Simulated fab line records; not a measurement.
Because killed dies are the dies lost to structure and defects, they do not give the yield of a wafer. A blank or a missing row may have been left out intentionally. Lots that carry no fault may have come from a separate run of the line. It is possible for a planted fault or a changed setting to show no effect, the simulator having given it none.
Which tool did it?    flow n5Finfet    11 lots, 33 wafers sampled, at 3 steps of a route of 1938

WHAT THE GAUGES READ, wafer by wafer
N5_BEOL_M6_CD_MEAS_11 targets a cd of 38.5 nm.
lot   measured      on        cdNm (nm)
L237  day 9 03:17   cdSem-02  38.8 38.7 39.0
L240  day 9 04:19   cdSem-02  39.1 38.5 37.9
L241  day 9 15:34   cdSem-01  38.2 37.9 38.1
L242  day 9 18:04   cdSem-03  38.5 39.5 38.9
L244  day 10 07:29  cdSem-01  39.0 38.3 38.7
L246  day 10 13:22  cdSem-01  38.6 37.8 37.6
L250  day 12 13:23  cdSem-01  41.5 40.8 41.1
L253  day 12 21:31  cdSem-02  41.2 39.5 39.9
L256  day 13 12:21  cdSem-03  39.1 38.9 38.2
L258  day 13 23:01  cdSem-03  38.8 38.7 38.5
L259  day 14 08:16  cdSem-02  38.1 37.8 37.8

EACH LOT AND THE TOOL THAT RAN IT (in order: tool; ch and the chambers of the sampled wafers; start)
lot   N5_BEOL_M5_ANNEAL_51             N5_BEOL_M6_EXPOSE_08
L237  rtpAnneal-01 ch 0, day 8 22:22   arfiScanner-02 ch 0, day 9 03:10
L240  rtpAnneal-01 ch 0, day 9 01:51   arfiScanner-03 ch 0, day 9 04:11
L241  rtpAnneal-01 ch 0, day 9 13:34   arfiScanner-03 ch 0, day 9 15:26
L242  rtpAnneal-01 ch 0, day 9 14:28   arfiScanner-02 ch 0, day 9 17:56
L244  rtpAnneal-01 ch 0, day 10 05:25  arfiScanner-03 ch 0, day 10 07:22
L246  rtpAnneal-01 ch 0, day 10 10:22  arfiScanner-03 ch 0, day 10 13:15
L250  rtpAnneal-01 ch 0, day 12 09:23  arfiScanner-02 ch 0, day 12 13:15
L253  rtpAnneal-01 ch 0, day 12 18:19  arfiScanner-02 ch 0, day 12 21:24
L256  rtpAnneal-01 ch 0, day 13 09:16  arfiScanner-03 ch 0, day 13 12:13
L258  rtpAnneal-02 ch 0, day 13 19:03  arfiScanner-01 ch 0, day 13 22:53
L259  rtpAnneal-02 ch 0, day 14 04:58  arfiScanner-03 ch 0, day 14 08:08
- N5_BEOL_M5_ANNEAL_51: time 90 s.
- N5_BEOL_M6_EXPOSE_08: exposes mask M6.

THE ANSWER, worked out from the rows above alone
Rule: the lots themselves supply what counts as usual. Put in order of their means at a reading, lots are off if they are a third of the lots or fewer, leave a main group of 4 or more, and stand apart from it by a gap of 3 or more times the standard deviation of the main group's means; of several such gaps the widest counts. A main group whose means are all the same, to the digits that the tables above print for the reading, isn't used. Also off: a lot with no number at a reading for which 4 or more lots have one. Any other lot the step has rows for is counted as sound.
Off, at N5_BEOL_M6_CD_MEAS_11 on cdNm: L250, L253. Mean 38.5 nm and standard deviation 0.37 in the main group.
If a tool, at a process step before that reading, ran all the lots that are off and no sound lot after the first of them, it fits. The gauges at N5_BEOL_M6_CD_MEAS_11 are tried like those tools. One candidate fits, namely arfiScanner-02 at N5_BEOL_M6_EXPOSE_08. Its last sound lot is L242 (day 9 17:56), its first lot that is off L250 (day 12 13:15): a fault that began between those two fits.

WHAT THE SIMULATOR HAD INSERTED
Drift in process parameters on arfiScanner-02 at N5_BEOL_M6_EXPOSE_08, starting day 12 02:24. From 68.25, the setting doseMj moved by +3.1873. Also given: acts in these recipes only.
Shown lots that were struck: L250, L253. Same finding as the rule above.
